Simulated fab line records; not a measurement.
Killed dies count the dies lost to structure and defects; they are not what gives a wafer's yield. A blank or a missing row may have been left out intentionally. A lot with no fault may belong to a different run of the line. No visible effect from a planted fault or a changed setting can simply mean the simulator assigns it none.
2 desks, one fault :: flow nand_harc :: each desk holds nothing but its own numbers, with what lay behind them at the end

== METROLOGY DESK ==
What the gauges read for every lot (on any tool): the sampled wafers with a number, averaged. The brackets show how far a lot's mean lies from the usual mean; more than 4 standard deviations puts the lot out of limits, marked OUT.
Columns: A = cd_nm at NHARC_A_BLC_CD_MEAS_10, usual 100.1 nm
lot: L402
first seen here: day 23 06:35
A: 100.4

lot: L403
first seen here: day 24 07:05
A: 99.8

lot: L404
first seen here: day 25 08:13
A: 100.1

lot: L406
first seen here: day 26 04:10
A: 100.5

lot: L413
first seen here: day 27 17:13
A: 100.9

lot: L414
first seen here: day 28 22:10
A: 100.0

lot: L419
first seen here: day 30 14:50
A: 99.2

lot: L422
first seen here: day 30 21:37
A: 100.1

lot: L420
first seen here: day 30 21:55
A: 99.6

lot: L421
first seen here: day 31 03:19
A: 100.4

lot: L423
first seen here: day 32 14:39
A: 100.1
Result from this desk: across the 11 lots, nothing is out of limits.

== FOR THE TOOL OWNER'S DESK: rie_diel-04 ==
The tool's own readings at NHARC_A_BLC_ETCH_16 (etches the open film in CF4, target depth 39 nm, time 65 s): means of the sampled wafers that have a number, for each lot that ran on this tool. The brackets show how far a lot's mean lies from the usual mean; more than 4 standard deviations puts the lot out of limits, marked OUT.
Columns: A = drypump_motor_current_A at NHARC_A_BLC_ETCH_16, usual 5.7 A; B = oes_product_au at NHARC_A_BLC_ETCH_16, usual 1.001 a.u.; C = rf_fwd_power_W at NHARC_A_BLC_ETCH_16, usual 297.7 W; D = rf_vpp_V at NHARC_A_BLC_ETCH_16, usual 151.2 V; E = run_length_s at NHARC_A_BLC_ETCH_16, usual 86.3 s; F = showerhead_plenum_p_Torr at NHARC_A_BLC_ETCH_16, usual 1.76 Torr; G = throttle_valve_pct at NHARC_A_BLC_ETCH_16, usual 13.283 %
lot: L403
first seen here: day 24 07:21
A: 5.1
B: 1.007
C: 297.3
D: 152.0
E: 86.8
F: 1.80
G: 13.284

lot: L404
first seen here: day 25 08:29
A: 5.4
B: 1.008
C: 297.8
D: 150.9
E: 86.4
F: 1.78
G: 13.277

lot: L406
first seen here: day 26 04:26
A: 5.4
B: 1.005
C: 297.1
D: 152.7
E: 80.4 (-10) OUT
F: 1.82
G: 13.283

lot: L413
first seen here: day 27 17:29
A: 5.2
B: 1.006
C: 298.0
D: 150.7
E: 78.4 (-14) OUT
F: 1.79
G: 13.288

lot: L420
first seen here: day 30 22:11
A: 5.9
B: 0.998
C: 297.6
D: 150.7
E: 86.1
F: 1.76
G: 13.281

lot: L423
first seen here: day 32 14:55
A: 5.9
B: 1.011
C: 297.1
D: 151.3
E: 85.7
F: 1.75
G: 13.283
This desk's verdict: out of limits on L406, L413, starting with L406 at day 26 04:26 (run_length_s at NHARC_A_BLC_ETCH_16). In limits: L403, L404, L420, L423.

== TAKEN TOGETHER ==
On L406, L413, at day 26 04:26, an alarm was possible from the tool owner's desk.
Nothing out of limits was seen by the metrology desk.
The metrology desk holds a record of L406, L413, inside its limits.
On rie_diel-04, each named lot ran NHARC_A_BLC_ETCH_16.

== WHAT HAD BEEN PUT IN BY THE SIMULATOR ==
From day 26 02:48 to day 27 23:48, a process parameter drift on rie_diel-04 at NHARC_A_BLC_ETCH_16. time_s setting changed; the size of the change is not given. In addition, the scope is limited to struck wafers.
Lots struck among those shown: L406, L413.
How many hours passed from the start of the fault until each desk's first out-of-limits reading: the tool owner's desk, 2.
